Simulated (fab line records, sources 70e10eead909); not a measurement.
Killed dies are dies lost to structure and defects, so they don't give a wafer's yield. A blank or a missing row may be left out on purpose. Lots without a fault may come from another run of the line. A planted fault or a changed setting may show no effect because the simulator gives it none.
Which tool did it? | flow nand_harc | 24 lots, 72 wafers sampled, at 6 steps of a route of 1159

WHAT THE GAUGES READ, wafer by wafer
NHARC_P_M2_INSPECT_11.
lot  | measured     | on                | raw_defect_count
L075 | day 6 04:29  | defect_inspect-01 | 4 4 7
L074 | day 6 10:02  | defect_inspect-02 | 5 3 4
L077 | day 6 20:58  | defect_inspect-01 | 2 1 5
L076 | day 6 21:34  | defect_inspect-02 | 6 5 5
L078 | day 7 02:17  | defect_inspect-02 | 6 5 3
L079 | day 7 04:06  | defect_inspect-01 | 9 12 3
L080 | day 8 00:06  | defect_inspect-02 | 1 5 4
L081 | day 8 00:27  | defect_inspect-02 | 3 2 2
L082 | day 8 04:47  | defect_inspect-02 | 5 3 2
L083 | day 8 13:10  | defect_inspect-02 | 3 4 2
L084 | day 8 18:38  | defect_inspect-02 | 4 6 6
L086 | day 9 11:39  | defect_inspect-01 | 3 1 2
L085 | day 9 12:07  | defect_inspect-02 | 0 0 1
L088 | day 9 12:32  | defect_inspect-01 | 3 2 1
L087 | day 9 14:14  | defect_inspect-01 | 3 2 6
L089 | day 9 20:31  | defect_inspect-01 | 6 3 2
L090 | day 9 22:00  | defect_inspect-02 | 4 2 0
L092 | day 10 17:51 | defect_inspect-02 | 4 3 5
L091 | day 10 18:12 | defect_inspect-02 | 3 3 3
L093 | day 10 19:56 | defect_inspect-01 | 11 7 7
L094 | day 11 04:17 | defect_inspect-01 | 3 0 1
L095 | day 11 11:05 | defect_inspect-01 | 4 10 6
L097 | day 11 14:58 | defect_inspect-02 | 8 7 8
L096 | day 11 15:52 | defect_inspect-02 | 6 3 4

NHARC_A_SOURCE_PLATE_INSPECT_08.
lot  | measured     | on                | raw_defect_count
L075 | day 7 13:46  | defect_inspect-02 | 61 39 48
L074 | day 7 17:26  | defect_inspect-02 | 73 60 126
L077 | day 8 03:49  | defect_inspect-02 | 63 54 42
L076 | day 8 03:49  | defect_inspect-01 | 109 86 195
L078 | day 8 09:41  | defect_inspect-02 | 40 50 44
L079 | day 8 09:39  | defect_inspect-01 | 87 62 89
L080 | day 9 08:22  | defect_inspect-01 | 22 49 42
L081 | day 9 08:20  | defect_inspect-01 | 55 52 59
L082 | day 9 11:53  | defect_inspect-01 | 33 37 35
L083 | day 9 19:42  | defect_inspect-02 | 45 47 36
L084 | day 10 02:13 | defect_inspect-01 | 45 52 51
L086 | day 10 18:46 | defect_inspect-02 | 64 100 74
L085 | day 10 18:45 | defect_inspect-01 | 83 80 76
L088 | day 10 18:46 | defect_inspect-01 | 41 54 49
L087 | day 10 18:44 | defect_inspect-02 | 40 30 35
L089 | day 11 03:06 | defect_inspect-02 | 50 53 38
L090 | day 11 03:05 | defect_inspect-01 | 48 90 80
L092 | day 12 02:11 | defect_inspect-01 | 95 68 79
L091 | day 12 02:11 | defect_inspect-02 | 102 104 66
L093 | day 12 02:14 | defect_inspect-02 | 93 51 84
L094 | day 12 11:55 | defect_inspect-02 | 48 53 38
L095 | day 12 18:42 | defect_inspect-01 | 108 66 70
L097 | day 12 18:44 | defect_inspect-01 | 43 40 65
L096 | day 12 18:43 | defect_inspect-02 | 33 61 42

NHARC_A_CHANNEL_HOLE_D1_CD_MEAS_10: target cd 100 nm.
lot  | measured     | on        | cd_nm (nm)
L075 | day 8 05:15  | cd_sem-02 | 100.5 100.6 100.1
L074 | day 8 10:04  | cd_sem-03 | 100.0 100.1 100.4
L077 | day 8 19:19  | cd_sem-01 | 99.8 99.7 99.9
L076 | day 8 19:40  | cd_sem-03 | 100.2 99.8 100.5
L078 | day 9 01:26  | cd_sem-03 | 100.0 100.6 100.4
L079 | day 9 02:58  | cd_sem-02 | 99.4 99.1 99.3
L080 | day 10 00:33 | cd_sem-02 | 100.1 100.1 100.0
L081 | day 10 00:13 | cd_sem-01 | 99.7 99.6 100.0
L082 | day 10 03:23 | cd_sem-01 | 99.9 99.9 99.9
L083 | day 10 12:10 | cd_sem-01 | 100.7 101.3 100.1
L084 | day 10 21:31 | cd_sem-02 | 100.1 100.3 99.3
L086 | day 11 14:04 | cd_sem-02 | 100.2 100.5 100.4
L085 | day 11 12:10 | cd_sem-01 | 99.8 100.3 100.3
L088 | day 11 11:54 | cd_sem-03 | 100.2 100.3 99.6
L087 | day 11 13:47 | cd_sem-02 | 100.4 100.7 100.1
L089 | day 11 20:37 | cd_sem-01 | 99.8 100.3 99.7
L090 | day 11 20:49 | cd_sem-01 | 100.2 100.8 99.9
L092 | day 12 17:42 | cd_sem-02 | 99.8 100.4 100.0
L091 | day 12 19:11 | cd_sem-03 | 100.4 101.0 100.7
L093 | day 12 17:57 | cd_sem-02 | 100.8 100.7 100.8
L094 | day 13 03:30 | cd_sem-03 | 100.1 100.8 100.8
L095 | day 13 10:32 | cd_sem-03 | 100.5 100.6 100.5
L097 | day 13 14:20 | cd_sem-02 | 100.5 100.7 100.4
L096 | day 13 12:26 | cd_sem-03 | 100.5 100.1 100.2

NHARC_A_CHANNEL_HOLE_D1_CD_MEAS_30.
lot  | measured     | on        | cd_nm (nm)
L075 | day 8 12:15  | cd_sem-03 | 90.0 89.6 88.2
L074 | day 8 16:55  | cd_sem-02 | 90.0 89.1 90.2
L077 | day 9 02:14  | cd_sem-02 | 90.1 89.3 90.5
L076 | day 9 02:32  | cd_sem-02 | 89.8 89.0 89.9
L078 | day 9 08:23  | cd_sem-02 | 90.4 90.3 90.6
L079 | day 9 10:24  | cd_sem-01 | 88.9 88.6 90.6
L080 | day 10 07:40 | cd_sem-02 | 89.0 90.6 90.3
L081 | day 10 07:05 | cd_sem-02 | 90.3 91.0 88.9
L082 | day 10 12:56 | cd_sem-01 | 89.3 90.3 89.8
L083 | day 10 19:14 | cd_sem-03 | 90.9 89.4 88.2
L084 | day 11 04:37 | cd_sem-01 | 90.4 91.6 90.5
L086 | day 11 23:11 | cd_sem-02 | 90.4 90.9 89.8
L085 | day 11 19:03 | cd_sem-01 | 88.8 89.3 88.9
L088 | day 11 18:47 | cd_sem-01 | 89.1 89.4 89.5
L087 | day 11 22:57 | cd_sem-01 | 90.6 91.4 91.4
L089 | day 12 05:03 | cd_sem-01 | 90.5 90.0 89.6
L090 | day 12 05:04 | cd_sem-03 | 89.6 90.0 89.4
L092 | day 13 00:35 | cd_sem-03 | 89.5 90.0 88.7
L091 | day 13 04:45 | cd_sem-03 | 91.2 91.5 91.7
L093 | day 13 00:51 | cd_sem-01 | 91.1 91.3 90.7
L094 | day 13 10:31 | cd_sem-01 | 88.9 91.3 89.9
L095 | day 13 17:47 | cd_sem-02 | 90.9 91.3 89.9
L097 | day 13 22:16 | cd_sem-01 | 91.1 90.3 91.3
L096 | day 13 19:39 | cd_sem-02 | 87.7 91.8 89.1

WHICH TOOL RAN EACH LOT (tool, then ch and the chambers of the sampled wafers, then the start)
lot  | NHARC_P_M2_DEP_33               | NHARC_P_BONDPAD_PVD_27
L075 | pecvd-03 ch 0,1,2, day 6 07:17  | pvd_sputter-01, day 7 13:46 or earlier
L074 | pecvd-02 ch 0,1,2, day 6 13:22  | pvd_sputter-03, day 7 17:26 or earlier
L077 | pecvd-03 ch 0,1,2, day 6 23:49  | pvd_sputter-02, day 8 03:49 or earlier
L076 | pecvd-02 ch 0,1,2, day 7 00:32  | pvd_sputter-02, day 8 03:49 or earlier
L078 | pecvd-01 ch 1,2, day 7 05:16    | pvd_sputter-01, day 8 09:41 or earlier
L079 | pecvd-01 ch 0,2, day 7 06:53    | pvd_sputter-01, day 8 09:39 or earlier
L080 | pecvd-01 ch 0,2, day 8 02:53    | pvd_sputter-03, day 9 08:22 or earlier
L081 | pecvd-01 ch 0,2, day 8 03:20    | pvd_sputter-02, day 9 08:20 or earlier
L082 | pecvd-02 ch 0,1,2, day 8 07:44  | pvd_sputter-01, day 9 11:53 or earlier
L083 | pecvd-02 ch 1,2, day 8 16:09    | pvd_sputter-02, day 9 19:42 or earlier
L084 | pecvd-01 ch 0,1,2, day 8 21:31  | pvd_sputter-03, day 10 02:13 or earlier
L086 | pecvd-01 ch 0,1,2, day 9 14:38  | pvd_sputter-03, day 10 18:46 or earlier
L085 | pecvd-02 ch 0,1, day 9 14:57    | pvd_sputter-02, day 10 18:45 or earlier
L088 | pecvd-03 ch 1,2, day 9 15:31    | pvd_sputter-01, day 10 18:46 or earlier
L087 | pecvd-02 ch 1,2, day 9 17:05    | pvd_sputter-01, day 10 18:44 or earlier
L089 | pecvd-01 ch 0,2, day 9 23:24    | pvd_sputter-01, day 11 03:06 or earlier
L090 | pecvd-02 ch 0,2, day 10 01:05   | pvd_sputter-03, day 11 03:05 or earlier
L092 | pecvd-03 ch 0,1, day 10 20:53   | pvd_sputter-02, day 12 02:11 or earlier
L091 | pecvd-02 ch 0,2, day 10 22:12   | pvd_sputter-03, day 12 02:11 or earlier
L093 | pecvd-03 ch 0,2, day 10 23:05   | pvd_sputter-02, day 12 02:14 or earlier
L094 | pecvd-03 ch 1,2, day 11 07:18   | pvd_sputter-03, day 12 11:55 or earlier
L095 | pecvd-03 ch 0,1,2, day 11 14:14 | pvd_sputter-03, day 12 18:42 or earlier
L097 | pecvd-01 ch 0,1,2, day 11 17:47 | pvd_sputter-03, day 12 18:44 or earlier
L096 | pecvd-03 ch 1,2, day 11 18:45   | pvd_sputter-01, day 12 18:43 or earlier
- NHARC_P_M2_DEP_33: deposits SiCN, target thk 30 nm.
- NHARC_P_BONDPAD_PVD_27: deposits Cu, target thk 30 nm, time 20.49 s.

WHAT THE TOOLS THEMSELVES READ (means of the sampled wafers that have a number; where no wafer has one, the mark that the record gives instead)
NHARC_P_M2_DEP_33.
lot  | tool     | heater_power_w (W)
L075 | pecvd-03 | 535
L074 | pecvd-02 | 524
L077 | pecvd-03 | 511
L076 | pecvd-02 | 573
L078 | pecvd-01 | 511
L079 | pecvd-01 | 545
L080 | pecvd-01 | 509
L081 | pecvd-01 | 532
L082 | pecvd-02 | 568
L083 | pecvd-02 | 554
L084 | pecvd-01 | 570
L086 | pecvd-01 | 560
L085 | pecvd-02 | 566
L088 | pecvd-03 | 509
L087 | pecvd-02 | 566
L089 | pecvd-01 | 527
L090 | pecvd-02 | 552
L092 | pecvd-03 | 535
L091 | pecvd-02 | 519
L093 | pecvd-03 | 544
L094 | pecvd-03 | 558
L095 | pecvd-03 | 565
L097 | pecvd-01 | 566
L096 | pecvd-03 | 524

NHARC_P_BONDPAD_PVD_27.
lot  | tool           | throttle_valve_pct (%)
L075 | pvd_sputter-01 | 28.9
L074 | pvd_sputter-03 | 30.3
L077 | pvd_sputter-02 | 30.3
L076 | pvd_sputter-02 | 30.4
L078 | pvd_sputter-01 | 30.0
L079 | pvd_sputter-01 | 29.5
L080 | pvd_sputter-03 | 29.9
L081 | pvd_sputter-02 | 30.2
L082 | pvd_sputter-01 | 28.3
L083 | pvd_sputter-02 | 30.7
L084 | pvd_sputter-03 | 29.7
L086 | pvd_sputter-03 | 30.0
L085 | pvd_sputter-02 | 30.4
L088 | pvd_sputter-01 | 29.5
L087 | pvd_sputter-01 | 28.4
L089 | pvd_sputter-01 | 29.6
L090 | pvd_sputter-03 | 29.4
L092 | pvd_sputter-02 | 30.4
L091 | pvd_sputter-03 | 30.8
L093 | pvd_sputter-02 | 30.6
L094 | pvd_sputter-03 | 30.3
L095 | pvd_sputter-03 | 30.8
L097 | pvd_sputter-03 | 30.1
L096 | pvd_sputter-01 | 28.8

THE ANSWER, worked out from the rows above alone
Rule: what is usual is taken from the lots themselves. Put in order of their means at a reading, lots are off if they are a third of the lots or fewer, leave a main group of 4 or more, and stand apart from it by a gap of 3 or more times the standard deviation of the main group's means; of several such gaps the widest counts. A main group whose means are all the same, to the digits that the tables above print for the reading, isn't used. A lot without any number at a reading at which 4 lots or more have one is off too. The other lots that the step has rows for count as sound. The gauges are gone through in route order, then the tools' own readings, and for those a lot's mean is taken as printed above. The first step at which some lot is off is used, and at that step the reading that is off furthest; a lot without a number counts as furthest.
No lot is off at any reading shown: from this, nothing can be told.

WHAT THE SIMULATOR HAD PUT IN
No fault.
